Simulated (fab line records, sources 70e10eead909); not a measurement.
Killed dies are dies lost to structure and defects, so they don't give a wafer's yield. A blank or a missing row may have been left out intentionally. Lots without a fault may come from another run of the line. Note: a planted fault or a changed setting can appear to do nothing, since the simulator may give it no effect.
A struck lot beside a sound one    flow nand-harc    14 out of 1302 route steps
Sound: these wafers, L683.3, L683.5, L683.6. Struck: wafer L677.2 (L677.1, L677.3, from the same lot, were not struck and are left out); the cause is given at the end.
Order at every step that has rows: each side's tool, ch and its chambers, its first start. Under that, the readings that differ: sound wafers    struck wafers    difference of the means    sigmas: that difference in standard deviations of wafers without a fault.
alike: readings with means less than 2 such deviations apart, plus words and numbers identical on both sides. not compared: withheld readings, readings lacking a value on some wafer, bounds such as >300 that could conceal the same value, and numbers that have no deviation in the record and whose values overlap.
The two part at a step that has a row with sigmas, a row that says differs or no value, or rows on one side only. Non-overlapping numbers with no deviation appear without sigmas and do not part them. A reading that every wafer of one side lacks parts them only if that side has two wafers or more.

NHARC_A_SLIT_ETCH_26: etches the open film in C4F8/O2/Ar, time 90 s, target depth 400 nm.
  sound on har-etch-02 ch 0,1, day 28 00:24; struck on har-etch-02 ch 1, day 24 23:20
reading                 sound  struck  difference                    sigmas
rf-hours-counter-h (h)  - - -  106     no value on the sound wafers  
  alike: drypump-motor-current-A, oes-air-line-au, showerhead-plenum-p-Torr, throttle-valve-pct
then, 1 step without rows for these wafers: NHARC_A_SLIT_STRIP_28 (strips in O2/COS).
NHARC_A_SLIT_ETCH_29: etches the open film in CF4/O2, target depth 100 nm, overetch 10 nm, time 55 s.
  sound on rie-diel-05 ch 0,2,3, day 28 01:14; struck on rie-diel-05 ch 2, day 25 00:14
reading                sound              struck  difference  sigmas
oes-product-au (a.u.)  0.995 1.001 1.005  0.979   -0.021      -2
  alike: bias-w, cf4-flow-sccm, drypump-motor-current-A, rf-vpp-V, showerhead-plenum-p-Torr, throttle-valve-pct
  not compared: rf-hours-counter-h
NHARC_A_SLIT_STRIP_18: strips in O2.
  sound: rie-diel-05 ch 0,1; struck: rie-diel-05 ch 3
  alike: drypump-motor-current-A, oes-product-au, rf-vpp-V, showerhead-plenum-p-Torr, throttle-valve-pct
  not compared: rf-hours-counter-h
then, 2 steps without rows for these wafers: NHARC_A_SLIT_PRECLEAN_19 (cleans in SC1); NHARC_A_SLIT_SRD_20.
NHARC_A_SLIT_CD_MEAS_21:
  sound: cd-sem-02 at day 28 01:46; struck: cd-sem-03 at day 25 00:46
  alike: cd-nm
then, 3 steps without rows for these wafers: NHARC_A_SIN_REMOVE_WET_00 (chemistry H3PO4, time 15300 s); NHARC_A_SIN_REMOVE_PRECLEAN_01 (cleans in SC1); NHARC_A_SIN_REMOVE_SRD_02.
NHARC_A_SIN_REMOVE_INSPECT_04:
  sound: defect-inspect-02 at day 28 08:23; struck: defect-inspect-02 at day 25 07:23
  alike: raw-defect-count
NHARC_A_WL_FILL_ALD_00: deposits Al2O3, target thk 3 nm, pulse time 3 s, ald cycles 30.
  sound on ald-hk-04 ch 2,3, day 28 08:27; struck on ald-hk-04 ch 3, day 25 07:27
reading     sound     struck  difference  sigmas
ald-cycles  30 30 30  23      -7          
  alike: heater-power-outer-w, heater-power-w, precursor-pulse-height-rel
NHARC_A_WL_FILL_RTA_01: time 5 s.
  sound on rtp-anneal-02 ch 0, day 28 08:46; struck on rtp-anneal-02 ch 0, day 25 07:44
  alike: lamp-power-pct, wafer_temp_C_max
following that, these wafers have no rows for 1 step: NHARC_END_SORT_01.

## WHERE THEY PART
First at NHARC_A_SLIT_ETCH_26; last, within this record, at NHARC_A_SLIT_ETCH_29. Later steps at which nothing parts them and some readings are alike: NHARC_A_SLIT_STRIP_18, NHARC_A_SLIT_CD_MEAS_21, NHARC_A_SIN_REMOVE_INSPECT_04, NHARC_A_WL_FILL_ALD_00, NHARC_A_WL_FILL_RTA_01.

WHY: the cause the simulator had injected
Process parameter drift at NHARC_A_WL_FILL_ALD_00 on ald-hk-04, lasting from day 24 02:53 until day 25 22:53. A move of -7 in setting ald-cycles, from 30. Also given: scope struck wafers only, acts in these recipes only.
